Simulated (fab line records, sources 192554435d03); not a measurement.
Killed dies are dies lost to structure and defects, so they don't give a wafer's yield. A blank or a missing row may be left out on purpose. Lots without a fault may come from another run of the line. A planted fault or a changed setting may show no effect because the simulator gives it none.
Chamber matching | flow n5_finfet | N5_SD_EPI_N_ETCH_35 on rie_diel-06: 4 sister chambers
The step etches SOC in N2/H2, overetch 108 nm, time 486 s. 8 wafers are shown with their chamber, then 10 later ones without.

WAFERS WITH THEIR CHAMBER
wafer  | chamber | showerhead_plenum_p_Torr (Torr) | drypump_motor_current_A (A)
L075.3 | 3       | 2.66                            | 6.4
L075.6 | 3       | 2.66                            | 6.4
L079.1 | 1       | 2.48                            | 5.8
L082.2 | 0       | 2.58                            | 6.4
L082.3 | 2       | 2.54                            | 4.9
L082.4 | 0       | 2.58                            | 6.4
L086.1 | 2       | 2.53                            | 4.9
L086.3 | 1       | 2.47                            | 5.7

WAFERS WITHOUT THEIR CHAMBER
wafer  | showerhead_plenum_p_Torr (Torr) | drypump_motor_current_A (A)
L086.6 | 2.53                            | 4.9
L093.3 | 2.53                            | 4.9
L093.5 | 2.53                            | 4.9
L093.6 | 2.46                            | 5.8
L094.2 | 2.46                            | 5.8
L094.3 | 2.56                            | 6.4
L094.6 | 2.56                            | 6.4
L096.4 | 2.46                            | 5.8
L096.5 | 2.56                            | 6.4
L096.6 | 2.52                            | 4.9

WHICH CHAMBER EACH WENT THROUGH
wafer  | from the rows above | in truth
L086.6 | 2                   | 2
L093.3 | 2                   | 2
L093.5 | 2                   | 2
L093.6 | 1                   | 1
L094.2 | 1                   | 1
L094.3 | 0                   | 0
L094.6 | 0                   | 0
L096.4 | 1                   | 1
L096.5 | 0                   | 0
L096.6 | 2                   | 2
Placed correctly: 10 of 10. Can't be placed from these rows: 0. Placed wrongly: 0.
How it was worked out, from the rows above alone: a wafer's distance from a chamber is the root of the sum, over the readings, of the square of ((its reading less the chamber's mean) divided by the reading's scatter). The wafer belongs to the nearest chamber; if the next one is less than 2 further off, it can't be placed. A chamber's mean is the mean of its shown wafers. The scatter: the root of (the sum of the squares of (reading less its chamber's mean) over the shown wafers, divided by (wafers less chambers)).
